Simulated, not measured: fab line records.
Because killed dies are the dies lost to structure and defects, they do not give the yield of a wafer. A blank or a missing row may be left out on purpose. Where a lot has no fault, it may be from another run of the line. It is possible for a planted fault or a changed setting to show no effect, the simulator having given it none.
fab line records	flow n5_finfet
record: lots: 7	wafers: 21
route steps=1938 shown BEOL_M2@846 BEOL_M3@931 BEOL_M4@1028
start_h: hours from the record's opening day to when the first of the lot's shown wafers began	wait_h: time in hours since the lot's previous step	" repeats the value in the row above	L1.1+2: a row that stands for several wafers	- no value, or no start was given	* or withheld: withheld	< > ~ a bound
route shown NAME@n: names a module that has steps shown in the file, with the first one's number in the route	usual: mean/standard deviation taken from wafers without a fault	same: alike in all rows	chamber/n: place in a boat	sites: readings site by site	_std_site: the values' standard deviation	_edge_site: inner sites' mean taken away from outer sites' mean	radius_mm: for every site, how far away it sits from the centre of the wafer	mask NAME#n: copy n	behind: the tool/chamber that last shaped the wafer	hold: what put the lot on hold/how long, in hours/how the hold closed	device: whichever transistor did not switch (one of n, p or np)	end of line: tests of these same wafers at the route's end	a step with no rows: only its recipe	killed: the dies lost at the first sort to structure and to defects; this is not the yield of the wafer	map: the dies of a wafer, with x for killed, . for not killed, _ for no die there
set.NAME: the setting as run; set.NAME@STEP: as run at that earlier step	model.NAME: the simulator's own value behind a step, which no gauge read
lots where settings were altered on purpose, with a table for each step and a row for each wafer
== steps ==
step: N5_BEOL_M2_COAT_62
recipe: resist: SiARC	temp_c: 220	time_s: 60	spin_rpm: 1500	resist_thk_nm: 12
lot.wafer	tool	chamber	start_h	wait_h	set.spin_rpm	model.SiARC_of_BEOL_M2_COAT_62.thk_nm
L075.4+5	litho_track-03	0	-	-	1428	12.2
L075.6	"	0	"	"	1500	12
L079.2+4	litho_track-03	0	-	-	1403	12.4
L079.3	"	0	"	"	1500	12
L083.3+6	litho_track-03	0	-	-	1500	12
L083.5	"	0	"	"	1554	11.8
L082.1	litho_track-04	0	-	-	1500	12
L082.3	"	0	"	"	1669	11.2
L082.4	"	0	"	"	1669	11.4
L086.1+3+5	litho_track-04	0	-	-	1500	12
L092.1+4	litho_track-04	0	-	-	1500	12
L092.3	"	0	"	"	1623	11.6
L094.1+4+6	litho_track-02	0	-	-	1500	12
step: N5_BEOL_M2_COAT_73
recipe: resist: underlayer	temp_c: 205	time_s: 60	spin_rpm: 1500	resist_thk_nm: 5
step: N5_BEOL_M2_COAT_05
recipe: resist: CAR-EUV	spin_rpm: 1500	resist_thk_nm: 30
step: N5_BEOL_M2_DESCUM_16
recipe: chemistry: O2	time_s: 7	source_power_w: 50	bias_power_w: 20	pressure_mtorr: 20	rf_frequency_hz: 2.712e+07	temp_c: 40	resist: CAR-EUV	o2_flow_sccm: 225
step: N5_BEOL_M2_ETCH_74
recipe: chemistry: N2/H2	target: underlayer	target_depth_a: 65	mask_material: CAR-EUV	time_s: 5.2	ion_energy_ev: 200	pressure_mtorr: 30	source_w: 840	bias_w: 150	n2_flow_sccm: 200	h2_flow_sccm: 200	ends: cleared
step: N5_BEOL_M2_ETCH_63
recipe: chemistry: CF4	target: SiARC	target_depth_a: 156	mask_material: CAR-EUV	time_s: 26	ion_energy_ev: 80	pressure_mtorr: 40	source_w: 545	bias_w: 36	Ar_flow_sccm: 100	cf4_flow_sccm: 100	ends: cleared
usual: etch_rf_on_time_s: 26.1/0.36
lot.wafer	tool	chamber	start_h	wait_h	set.spin_rpm@BEOL_M2_COAT_62	etch_rf_on_time_s	model.etch.depth_nm
L075.4	rie_diel-03	1	145.10	0.0	1428	26.6	12.26
L075.5	"	1	"	"	1428	26.6	12.29
L075.6	"	0	"	"	1500	26.1	11.95
L079.2	rie_diel-04	2	163.39	0.0	1403	26.8	12.38
L079.3	"	0	"	"	1500	26.4	11.96
L079.4	"	3	"	"	1403	26.9	12.37
L083.3	rie_diel-03	0	201.16	0.0	1500	26.2	12.03
L083.5	"	3	"	"	1554	26.0	11.85
L083.6	"	2	"	"	1500	27.1	12.06
L082.1	rie_diel-03	3	205.42	0.0	1500	26.1	11.92
L082.3	"	1	"	"	1669	24.1	11.3
L082.4	"	0	"	"	1669	24.5	11.32
L086.1	rie_diel-04	0	215.74	0.0	1500	26.6	12.01
L086.3	"	1	"	"	1500	26.1	12.03
L086.5	"	0	"	"	1500	26.8	12
L092.1	rie_diel-03	2	247.93	0.0	1500	26.6	12.02
L092.3	"	1	"	"	1623	25.1	11.54
L092.4	"	1	"	"	1500	26.2	12
L094.1	rie_diel-01	2	259.19	0.0	1500	26.3	12.06
L094.4	"	3	"	"	1500	25.9	12.04
L094.6	"	0	"	"	1500	26.2	12.06
step: N5_BEOL_M2_ETCH_64
recipe: chemistry: N2/H2	target: SOC	target_depth_a: 750	overetch_a: 225	mask_material: SiARC	temp_c: 40	time_s: 121.9	ion_energy_ev: 200	pressure_mtorr: 30	source_w: 840	bias_w: 150	n2_flow_sccm: 200	h2_flow_sccm: 200
lot.wafer	tool	chamber	start_h	wait_h	set.spin_rpm@BEOL_M2_COAT_62	model.SiARC_of_BEOL_M2_COAT_62.thk_nm
L075.4+5	rie_diel-03	1	145.13	0.0	1428	6.6
L075.6	"	0	"	"	1500	6.4
L079.2+4	rie_diel-04	2,3	163.42	0.0	1403	6.8
L079.3	"	0	"	"	1500	6.4
L083.3	rie_diel-03	0	201.19	0.0	1500	6.4
L083.5	"	3	"	"	1554	6.2
L083.6	"	2	"	"	1500	6.6
L082.1	rie_diel-03	3	205.45	0.0	1500	6.2
L082.3	"	1	"	"	1669	5.6
L082.4	"	0	"	"	1669	5.8
L086.1+3+5	rie_diel-04	0,1,0	215.77	0.0	1500	6.4
L092.1	rie_diel-03	2	247.96	0.0	1500	6.6
L092.3	"	1	"	"	1623	5.8
L092.4	"	1	"	"	1500	6.2
L094.1+4+6	rie_diel-01	2,3,0	259.22	0.0	1500	6.4
step: N5_BEOL_M2_STRIP_65
recipe: chemistry: N2/H2	temp_c: 40	n2_flow_sccm: 200	h2_flow_sccm: 200	rf_frequency_hz: 6e+07
step: N5_BEOL_M2_STRIP_75
recipe: chemistry: N2/H2	temp_c: 40	n2_flow_sccm: 200	h2_flow_sccm: 200	rf_frequency_hz: 6e+07
step: N5_BEOL_M2_STRIP_66
recipe: chemistry: CF4	resist: SiARC	power_w: 300	bias_power_w: 75	pressure_mtorr: 50	cf4_flow_sccm: 150	rf_frequency_hz: 6e+07
step: N5_BEOL_M2_HM_OPEN_17
recipe: chemistry: Cl2/BCl3	target_depth_a: 200	overetch_a: 60	target: TiN	mask_material: SOC	ion_energy_ev: 150	pressure_mtorr: 10	icp_w: 1000	bias_w: 126	Cl2_flow_sccm: 53.25	bcl3_flow_sccm: 21.75	Ar_flow_sccm: 25
lot.wafer	tool	chamber	start_h	wait_h	set.target_thk_a@BEOL_M2_HM_DEP_02	model.etch.depth_nm
L075.4	rie_metal-01	1	145.33	0.1	207.5	21.02
L075.5	"	1	"	"	200	20.18
L075.6	"	0	"	"	207.5	21.01
L079.2	rie_metal-03	1	163.59	0.0	218.2	21.65
L079.3	"	1	"	"	200	19.82
L079.4	"	0	"	"	218.2	21.55
L083.3	rie_metal-02	0	201.39	0.1	221	22.18
L083.5	"	0	"	"	200	19.99
L083.6	"	1	"	"	200	19.97
L082.1	rie_metal-03	1	205.63	0.0	200	20.33
L082.3	"	1	"	"	216.8	21.77
L082.4	"	0	"	"	216.8	21.93
L086.1	rie_metal-03	0	215.94	0.0	200	19.65
L086.3	"	1	"	"	200	19.98
L086.5	"	1	"	"	200	19.93
L092.1	rie_metal-01	0	248.13	0.0	200	19.46
L092.3	"	0	"	"	200	19.84
L092.4	"	0	"	"	200	19.77
L094.1	rie_metal-02	1	259.39	0.0	200	20.09
L094.4	"	0	"	"	192	19.2
L094.6	"	0	"	"	200	20.03
step: N5_BEOL_M2_ALD_98
recipe: material: SiO2	target_thk_a: 25	temp_c: 100	ald_precursor_family: BDEAS	ald_co_reactant: O2-plasma	pulse_time_s: 1	co_reactant_pulse_time_s: 1	purge_time_s: 2	co_reactant_purge_time_s: 2	ald_cycles: 17	pressure_torr: 2
lot.wafer	tool	chamber	start_h	wait_h	set.ald_cycles	model.SiO2_of_BEOL_M2_ALD_98.thk_nm
L075.4+5	ald_sin-04	3	146.27	0.1	15	2.2
L075.6	"	2	"	"	17	2.4
L079.2	ald_sin-03	1	164.74	0.4	19	2.8
L079.3+4	"	0,2	"	"	17	2.6
L083.3+5	ald_sin-03	0,2	203.00	0.3	17	2.4
L083.6	"	3	"	"	17	2.6
L082.1+4	ald_sin-01	2,1	206.71	0.1	17	2.4
L082.3	"	0	"	"	17	2.6
L086.1+3+5	ald_sin-03	1,3,2	216.82	0.1	17	2.6
L092.1	ald_sin-01	0	249.11	0.1	17	2.4
L092.3+4	"	1,2	"	"	20	3
L094.1	ald_sin-04	0	260.54	0.5	16	2.4
L094.4+6	"	2,3	"	"	17	2.6
step: N5_BEOL_M2_VIA_ETCH_34
recipe: chemistry: C4F6/O2	target_depth_a: 694	mask_material: SOC	pressure_mtorr: 15	ion_energy_ev: 250	taper_deg: 4	time_s: 65.9	source_w: 350	bias_w: 170	Ar_flow_sccm: 300	C4F6_flow_sccm: 10	O2_flow_sccm: 10
lot.wafer	tool	chamber	start_h	wait_h	set.time_s	model.etch.depth_nm	model.SOC_of_BEOL_M2_COAT_67.thk_nm
L075.4	rie_diel-03	3	149.91	0.0	65.9	68.76	52
L075.5	"	1	"	"	65.9	69.29	52
L075.6	"	2	"	"	65.9	68.16	52.2
L079.2	rie_diel-04	0	167.78	0.0	57.95	60.34	53
L079.3	"	3	"	"	65.9	68.25	52
L079.4	"	1	"	"	65.9	69.37	51.8
L083.3	rie_diel-04	3	207.37	0.0	65.9	69.23	51.8
L083.5	"	2	"	"	65.9	68.07	51.8
L083.6	"	3	"	"	77.06	81.11	50
L082.1	rie_diel-04	0	208.31	0.0	65.9	67.82	52.2
L082.3	"	3	"	"	54.79	57.7	53.2
L082.4	"	2	"	"	65.9	68.74	52.2
L086.1	rie_diel-01	0	217.19	0.0	65.9	69.98	51.4
L086.3	"	3	"	"	65.9	69.89	51.6
L086.5	"	2	"	"	65.9	69.03	51.6
L092.1	rie_diel-04	3	252.32	0.0	65.9	70.26	51.6
L092.3	"	2	"	"	65.9	68.98	51.8
L092.4	"	3	"	"	65.9	70.9	51.8
L094.1	rie_diel-04	3	261.03	0.0	61.44	64.99	52.2
L094.4	"	2	"	"	61.44	63.62	52.6
L094.6	"	1	"	"	65.9	68.37	51.8
step: N5_BEOL_M2_STRIP_83
recipe: chemistry: C4F6/O2	resist: SiARC	rf_frequency_hz: 6e+07
step: N5_BEOL_M2_STRIP_36
recipe: chemistry: N2/H2	power_w: 450	temp_c: 40	pressure_mtorr: 20	rf_frequency_hz: 6e+07	overash_fraction: 0.3	bias_power_w: 7	h2_frac: 0.5	n2_flow_sccm: 200	h2_flow_sccm: 200
step: N5_BEOL_M2_TRENCH_ETCH_37
recipe: chemistry: C4F6/O2	target_depth_a: 555.55	target: SiOC	time_s: 29.2	ion_energy_ev: 250	pressure_mtorr: 30	source_w: 355	bias_w: 185	Ar_flow_sccm: 300	C4F6_flow_sccm: 10	O2_flow_sccm: 10
lot.wafer	tool	chamber	start_h	wait_h	set.target_thk_a@BEOL_M2_HM_DEP_02	model.TiN_of_BEOL_M2_HM_DEP_02.thk_nm
L075.4	rie_diel-03	3	-	-	207.5	18.6
L075.5	"	1	"	"	200	17.8
L075.6	"	2	"	"	207.5	18.8
L079.2	rie_diel-04	0	-	-	218.2	19.4
L079.3	"	3	"	"	200	17.6
L079.4	"	1	"	"	218.2	19.2
L083.3	rie_diel-04	3	-	-	221	19.8
L083.5	"	2	"	"	200	17.8
L083.6	"	3	"	"	200	17.6
L082.1	rie_diel-04	0	-	-	200	18
L082.3	"	3	"	"	216.8	19.4
L082.4	"	2	"	"	216.8	19.6
L086.1	rie_diel-01	0	-	-	200	17.2
L086.3+5	"	3,2	"	"	200	17.6
L092.1	rie_diel-04	3	-	-	200	17.2
L092.3	"	2	"	"	200	17.6
L092.4	"	3	"	"	200	17.4
L094.1+6	rie_diel-04	3,1	-	-	200	17.8
L094.4	"	2	"	"	192	17
step: N5_BEOL_M3_ILD_DEP_00
recipe: material: SiOC	target_thk_a: 790	temp_c: 350	precursor: DEMS/O2	pressure_torr: 5	rf_w: 500	time_s: 15.3
lot.wafer	tool	chamber	start_h	wait_h	set.time_s	model.SiOC_of_BEOL_M3_ILD_DEP_00.thk_nm
L075.4	pecvd-04	0	154.44	0.1	16.16	84
L075.5	"	1	"	"	15.3	80.2
L075.6	"	2	"	"	15.3	80.6
L079.2	pecvd-02	1	172.14	0.0	15.3	78.2
L079.3	"	2	"	"	14.25	73
L079.4	"	1	"	"	15.3	80
L083.3	pecvd-02	1	211.83	0.0	16.02	82.6
L083.5	"	1	"	"	16.02	82.8
L083.6	"	0	"	"	15.3	79.4
L082.1	pecvd-03	1	213.66	0.0	13.65	68.8
L082.3	"	2	"	"	13.65	69.8
L082.4	"	2	"	"	15.3	78.8
L086.1	pecvd-03	0	221.97	0.0	15.3	77.8
L086.3	"	2	"	"	15.3	78.2
L086.5	"	2	"	"	15.3	79.2
L092.1+3	pecvd-03	0,1	256.31	0.0	13.22	68.6
L092.4	"	0	"	"	15.3	80.4
L094.1	pecvd-04	1	265.54	0.0	15.3	78.8
L094.4	"	2	"	"	15.99	82.6
L094.6	"	0	"	"	15.3	79.8
step: N5_BEOL_M3_THK_MEAS_01
recipe: reads: SiOC_of_BEOL_M3_ILD_DEP_00
usual: M3_ILD_THK: 79.2/1
lot.wafer	tool	chamber	start_h	wait_h	set.time_s@BEOL_M3_ILD_DEP_00	M3_ILD_THK[nm]
L075.4	film_metro-02	-	154.49	0.0	16.16	83.9
L075.5	"	-	"	"	15.3	80.1
L075.6	"	-	"	"	15.3	80.6
L079.2	film_metro-02	-	172.21	0.1	15.3	78.2
L079.3	"	-	"	"	14.25	72.9
L079.4	"	-	"	"	15.3	79.9
L083.3	film_metro-02	-	211.90	0.1	16.02	82.6
L083.5	"	-	"	"	16.02	82.8
L083.6	"	-	"	"	15.3	79.3
L082.1	film_metro-01	-	213.73	0.0	13.65	68.9
L082.3	"	-	"	"	13.65	69.9
L082.4	"	-	"	"	15.3	78.9
L086.1	film_metro-01	-	222.03	0.0	15.3	77.8
L086.3	"	-	"	"	15.3	78.2
L086.5	"	-	"	"	15.3	79.2
L092.1	film_metro-01	-	256.38	0.0	13.22	68.6
L092.3	"	-	"	"	13.22	68.7
L092.4	"	-	"	"	15.3	80.5
L094.1	film_metro-01	-	265.61	0.0	15.3	78.8
L094.4	"	-	"	"	15.99	82.7
L094.6	"	-	"	"	15.3	79.9
step: N5_BEOL_M3_HM_DEP_02
recipe: material: TiN	target_thk_a: 200	temp_c: 25	chamber_pressure_pa: 0.49996
lot.wafer	tool	chamber	start_h	wait_h	set.target_thk_a	model.TiN_of_BEOL_M3_HM_DEP_02.thk_nm
L075.4	pvd_sputter-02	-	154.77	0.2	184.2	18.4
L075.5	"	-	"	"	200	20
L075.6	"	-	"	"	184.2	18.2
L079.2	pvd_sputter-01	-	172.34	0.1	173.8	17.6
L079.3	"	-	"	"	200	20.2
L079.4	"	-	"	"	173.8	17.4
L083.3	pvd_sputter-01	-	214.51	2.6	176.1	17.6
L083.5	"	-	"	"	200	20
L083.6	"	-	"	"	176.1	17.8
L082.1	pvd_sputter-01	-	214.61	0.8	187.6	18.8
L082.3+4	"	-	"	"	200	20.2
L086.1+3+5	pvd_sputter-02	-	224.22	2.1	200	20
L092.1+4	pvd_sputter-03	-	258.28	1.8	179.7	17.6
L092.3	"	-	"	"	200	19.6
L094.1	pvd_sputter-01	-	265.98	0.3	200	20
L094.4	"	-	"	"	200	20.4
L094.6	"	-	"	"	214.8	21.6
step: N5_BEOL_M3_COAT_61
recipe: resist: SOC	temp_c: 250	time_s: 60	spin_rpm: 1500	resist_thk_nm: 60
step: N5_BEOL_M3_COAT_62
recipe: resist: SiARC	temp_c: 220	time_s: 60	spin_rpm: 1500	resist_thk_nm: 12
step: N5_BEOL_M3_STRIP_75
recipe: chemistry: N2/H2	temp_c: 40	n2_flow_sccm: 200	h2_flow_sccm: 200	rf_frequency_hz: 6e+07
step: N5_BEOL_M3_STRIP_66
recipe: chemistry: CF4	resist: SiARC	power_w: 300	bias_power_w: 75	pressure_mtorr: 50	cf4_flow_sccm: 150	rf_frequency_hz: 6e+07
step: N5_BEOL_M3_HM_OPEN_17
recipe: chemistry: Cl2/BCl3	target_depth_a: 200	overetch_a: 60	target: TiN	mask_material: SOC	ion_energy_ev: 150	pressure_mtorr: 10	icp_w: 1000	bias_w: 126	Cl2_flow_sccm: 53.25	bcl3_flow_sccm: 21.75	Ar_flow_sccm: 25
lot.wafer	tool	chamber	start_h	wait_h	set.target_thk_a@BEOL_M3_HM_DEP_02	model.etch.depth_nm
L075.4	rie_metal-01	1	155.56	0.1	184.2	18.36
L075.5	"	0	"	"	200	20.01
L075.6	"	1	"	"	184.2	18.29
L079.2	rie_metal-01	1	173.11	0.0	173.8	17.54
L079.3	"	0	"	"	200	20.19
L079.4	"	1	"	"	173.8	17.43
L083.3	rie_metal-01	0	215.42	0.1	176.1	17.62
L083.5	"	0	"	"	200	19.93
L083.6	"	1	"	"	176.1	17.7
L082.1	rie_metal-02	1	215.43	0.0	187.6	18.83
L082.3	"	1	"	"	200	20.26
L082.4	"	0	"	"	200	20.27
L086.1	rie_metal-01	1	224.98	0.0	200	20.09
L086.3+5	"	0,1	"	"	200	20
L092.1	rie_metal-02	1	259.26	0.0	179.7	17.53
L092.3	"	0	"	"	200	19.64
L092.4	"	1	"	"	179.7	17.57
L094.1	rie_metal-01	0	271.37	0.0	200	19.91
L094.4	"	1	"	"	200	20.3
L094.6	"	1	"	"	214.8	21.55
step: N5_BEOL_M4_COAT_05
recipe: resist: CAR-EUV	spin_rpm: 1500	resist_thk_nm: 30
lot.wafer	tool	chamber	start_h	wait_h	set.spin_rpm	model.CAR-EUV_of_BEOL_M4_COAT_05.thk_nm
L075.4	litho_track-02	0	-	-	1371	31.4
L075.5	"	0	"	"	1500	29.8
L075.6	"	0	"	"	1500	30
L079.2+3+4	litho_track-01	0	-	-	1500	30
L083.3	litho_track-04	0	-	-	1571	29.4
L083.5+6	"	0	"	"	1571	29.2
L082.1+3	litho_track-02	0	-	-	1620	28.8
L082.4	"	0	"	"	1500	30
L086.1	litho_track-01	0	-	-	1500	30.2
L086.3+5	"	0	"	"	1500	30
L092.1+3	litho_track-04	0	-	-	1357	31.6
L092.4	"	0	"	"	1357	31.8
L094.1+6	litho_track-02	0	-	-	1500	30
L094.4	"	0	"	"	1600	29.2
step: N5_BEOL_M4_EXPOSE_08
recipe: mask_id: M4	na: 0.33	source_shape: dipole	sigma_inner: 0.369	sigma_outer: 0.767	polarization: unpolarized	dose_mj: 41.25
lot.wafer	tool	chamber	start_h	wait_h	mask	set.dose_mj
L075.4+6	euv_scanner-02	0	163.33	-	M4#0	42.59
L075.5	"	0	"	"	M4#0	41.25
L079.2+3+4	euv_scanner-02	0	179.79	-	M4#0	42.65
L083.3+6	euv_scanner-01	0	224.63	-	M4#0	39.14
L083.5	"	0	"	"	M4#0	41.25
L082.1+4	euv_scanner-01	0	224.71	-	M4#0	42.77
L082.3	"	0	"	"	M4#0	41.25
L086.1+3+5	euv_scanner-01	0	232.73	-	M4#0	41.25
L092.1+3	euv_scanner-02	0	273.51	-	M4#0	40.47
L092.4	"	0	"	"	M4#0	41.25
L094.1+6	euv_scanner-02	0	277.86	-	M4#0	42.79
L094.4	"	0	"	"	M4#0	41.25
step: N5_BEOL_M4_PEB_09
recipe: peb_temp_c: 100	peb_time_s: 60	resist: CAR-EUV
step: N5_BEOL_M4_DEVELOP_10
recipe: develop_time_s: 30	developer: TMAH	resist: CAR-EUV	rinse_liquid: surfactant_rinse	dry: air_spin	dev_temp_c: 23
step: N5_BEOL_M4_CD_MEAS_11
recipe: target_cd_nm: 16.79	landing_energy_ev: 500	detector: se_inlens	polarity: opening
usual: cd_nm: 16.83/0.23
lot.wafer	tool	chamber	start_h	wait_h	set.dose_mj@BEOL_M4_EXPOSE_08	cd_nm
L075.4	cd_sem-02	0	163.44	-	42.59	17.32
L075.5	"	0	"	"	41.25	16.63
L075.6	"	0	"	"	42.59	17.01
L079.2	cd_sem-01	0	179.92	-	42.65	17.53
L079.3	"	0	"	"	42.65	17.40
L079.4	"	0	"	"	42.65	17.60
L083.3	cd_sem-03	0	224.75	-	39.14	15.57
L083.5	"	0	"	"	41.25	16.87
L083.6	"	0	"	"	39.14	15.86
L082.1	cd_sem-01	0	224.84	-	42.77	17.46
L082.3	"	0	"	"	41.25	16.93
L082.4	"	0	"	"	42.77	17.37
L086.1	cd_sem-03	0	232.86	-	41.25	16.96
L086.3	"	0	"	"	41.25	16.62
L086.5	"	0	"	"	41.25	16.60
L092.1	cd_sem-01	0	273.64	-	40.47	16.49
L092.3	"	0	"	"	40.47	16.75
L092.4	"	0	"	"	41.25	17.13
L094.1	cd_sem-02	0	277.99	-	42.79	17.86
L094.4	"	0	"	"	41.25	16.91
L094.6	"	0	"	"	42.79	17.66
step: N5_BEOL_M4_DESCUM_16
recipe: chemistry: O2	time_s: 7	source_power_w: 50	bias_power_w: 20	pressure_mtorr: 20	rf_frequency_hz: 2.712e+07	temp_c: 40	resist: CAR-EUV	o2_flow_sccm: 225
step: N5_BEOL_M4_ETCH_74
recipe: chemistry: N2/H2	target: underlayer	target_depth_a: 65	mask_material: CAR-EUV	time_s: 5.2	ion_energy_ev: 200	pressure_mtorr: 30	source_w: 840	bias_w: 150	n2_flow_sccm: 200	h2_flow_sccm: 200	ends: cleared
lot.wafer	tool	chamber	start_h	wait_h	set.dose_mj@BEOL_M4_EXPOSE_08	model.BEOL_M4.cd_offset_nm
L075.4	rie_diel-01	1	163.59	0.0	42.59	0.4
L075.5	"	2	"	"	41.25	0
L075.6	"	3	"	"	42.59	0.6
L079.2+3+4	rie_diel-01	2,1,0	180.08	0.0	42.65	0.8
L083.3+6	rie_diel-03	1,0	224.99	0.0	39.14	-1
L083.5	"	1	"	"	41.25	0.2
L082.1+4	rie_diel-04	2,0	225.02	0.0	42.77	0.8
L082.3	"	3	"	"	41.25	0
L086.1+5	rie_diel-01	2	233.02	0.0	41.25	0
L086.3	"	0	"	"	41.25	-0.2
L092.1+3	rie_diel-04	3,1	273.80	0.0	40.47	-0.2
L092.4	"	0	"	"	41.25	0
L094.1+6	rie_diel-04	2	278.15	0.0	42.79	0.8
L094.4	"	1	"	"	41.25	0.2
step: N5_BEOL_M4_ETCH_63
recipe: chemistry: CF4	target: SiARC	target_depth_a: 156	mask_material: CAR-EUV	time_s: 26	ion_energy_ev: 80	pressure_mtorr: 40	source_w: 545	bias_w: 36	Ar_flow_sccm: 100	cf4_flow_sccm: 100	ends: cleared
lot.wafer	tool	chamber	start_h	wait_h	set.dose_mj@BEOL_M4_EXPOSE_08	model.BEOL_M4.cd_offset_nm
L075.4	rie_diel-01	1	163.61	0.0	42.59	0.4
L075.5	"	2	"	"	41.25	-0.2
L075.6	"	3	"	"	42.59	0.6
L079.2	rie_diel-01	2	180.09	0.0	42.65	1
L079.3+4	"	1,0	"	"	42.65	0.8
L083.3+6	rie_diel-03	1,0	225.00	0.0	39.14	-1
L083.5	"	1	"	"	41.25	0
L082.1	rie_diel-04	2	225.03	0.0	42.77	0.8
L082.3	"	3	"	"	41.25	0.2
L082.4	"	0	"	"	42.77	0.6
L086.1+5	rie_diel-01	2	233.04	0.0	41.25	0
L086.3	"	0	"	"	41.25	-0.2
L092.1	rie_diel-04	3	273.82	0.0	40.47	-0.2
L092.3	"	1	"	"	40.47	-0.4
L092.4	"	0	"	"	41.25	0
L094.1+6	rie_diel-04	2	278.17	0.0	42.79	0.8
L094.4	"	1	"	"	41.25	0.2
== key ==
split: step: N5_BEOL_M2_COAT_62	setting: spin_rpm	stated: 1500	by: wafer
response: step: N5_BEOL_M2_COAT_62	reading: model.SiARC_of_BEOL_M2_COAT_62.thk_nm	change: -0.0567	per: 1%	r: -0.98
response: step: N5_BEOL_M2_ETCH_63	reading: etch_rf_on_time_s	change: *	per: 1%	r: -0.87
response: step: N5_BEOL_M2_ETCH_63	reading: model.etch.depth_nm	change: -0.0576	per: 1%	r: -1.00
response: step: N5_BEOL_M2_ETCH_64	reading: model.SiARC_of_BEOL_M2_COAT_62.thk_nm	change: -0.0558	per: 1%	r: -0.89
split: step: N5_BEOL_M2_ALD_98	setting: ald_cycles	stated: 17	by: wafer
response: step: N5_BEOL_M2_ALD_98	reading: model.SiO2_of_BEOL_M2_ALD_98.thk_nm	change: +0.0264	per: 1%	r: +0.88
split: step: N5_BEOL_M2_VIA_ETCH_34	setting: time_s	stated: 65.9	by: wafer
response: step: N5_BEOL_M2_VIA_ETCH_34	reading: model.etch.depth_nm	change: +0.681	per: 1%	r: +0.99
response: step: N5_BEOL_M2_VIA_ETCH_34	reading: model.SOC_of_BEOL_M2_COAT_67.thk_nm	change: -0.0848	per: 1%	r: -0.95
split: step: N5_BEOL_M3_ILD_DEP_00	setting: time_s	stated: 15.3	by: wafer
response: step: N5_BEOL_M3_ILD_DEP_00	reading: model.SiOC_of_BEOL_M3_ILD_DEP_00.thk_nm	change: +0.842	per: 1%	r: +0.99
response: step: N5_BEOL_M3_THK_MEAS_01	reading: M3_ILD_THK	change: +0.844	per: 1%	r: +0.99
split: step: N5_BEOL_M3_HM_DEP_02	setting: target_thk_a	stated: 200	by: wafer
response: step: N5_BEOL_M3_HM_DEP_02	reading: model.TiN_of_BEOL_M3_HM_DEP_02.thk_nm	change: +0.202	per: 1%	r: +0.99
response: step: N5_BEOL_M3_HM_OPEN_17	reading: model.etch.depth_nm	change: +0.203	per: 1%	r: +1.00
split: step: N5_BEOL_M4_COAT_05	setting: spin_rpm	stated: 1500	by: wafer
response: step: N5_BEOL_M4_COAT_05	reading: model.CAR-EUV_of_BEOL_M4_COAT_05.thk_nm	change: -0.153	per: 1%	r: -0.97
split: step: N5_BEOL_M4_EXPOSE_08	setting: dose_mj	stated: 41.25	by: wafer
response: step: N5_BEOL_M4_CD_MEAS_11	reading: cd_nm	change: +0.201	per: 1%	r: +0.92
response: step: N5_BEOL_M4_ETCH_74	reading: model.BEOL_M4.cd_offset_nm	change: +0.197	per: 1%	r: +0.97
response: step: N5_BEOL_M4_ETCH_63	reading: model.BEOL_M4.cd_offset_nm	change: +0.178	per: 1%	r: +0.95
split outside_this_file step=N5_BEOL_M2_HM_DEP_02 setting=target_thk_a
split outside_this_file: this setting was split too, and the file shows its column; the key of that split is in another file
